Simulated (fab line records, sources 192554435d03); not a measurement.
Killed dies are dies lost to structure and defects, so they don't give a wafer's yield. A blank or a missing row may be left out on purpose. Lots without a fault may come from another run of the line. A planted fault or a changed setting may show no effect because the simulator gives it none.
Chamber matching | flow n5_finfet | N5_BEOL_M9_DESCUM_33 on rie_diel-06: 4 sister chambers
The step chemistry O2, time 7 s. 4 wafers are shown with their chamber, then 7 later ones without.

WAFERS WITH THEIR CHAMBER
wafer  | chamber | showerhead_plenum_p_Torr (Torr)
L077.2 | 0       | 2.09
L078.6 | 1       | 2.19
L080.2 | 2       | 2.08
L080.3 | 3       | 2.13

WAFERS WITHOUT THEIR CHAMBER
wafer  | showerhead_plenum_p_Torr (Torr)
L080.6 | 2.13
L084.1 | 2.13
L084.2 | 2.08
L084.4 | 2.07
L095.2 | 2.07
L095.3 | 2.12
L095.5 | 2.08

WHICH CHAMBER EACH WENT THROUGH
wafer  | from the rows above     | in truth
L080.6 | 3                       | 3
L084.1 | 3                       | 3
L084.2 | can't be placed: 2 or 0 | 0
L084.4 | can't be placed: 2 or 0 | 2
L095.2 | can't be placed: 2 or 0 | 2
L095.3 | 3                       | 3
L095.5 | can't be placed: 2 or 0 | 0
Placed correctly: 3 of 7. Can't be placed from these rows: 4 (the true chamber is among the candidates in 4). Placed wrongly: 0.
How it was worked out, from the rows above alone: a wafer's distance from a chamber is the root of the sum, over the readings, of the square of ((its reading less the chamber's mean) divided by the reading's scatter). The wafer belongs to the nearest chamber; if the next one is less than 2 further off, it can't be placed. A chamber's mean is the mean of its shown wafers. The scatter: with one shown wafer a chamber, the root of the mean of the squares of how far each hidden wafer lies from its nearest shown one.
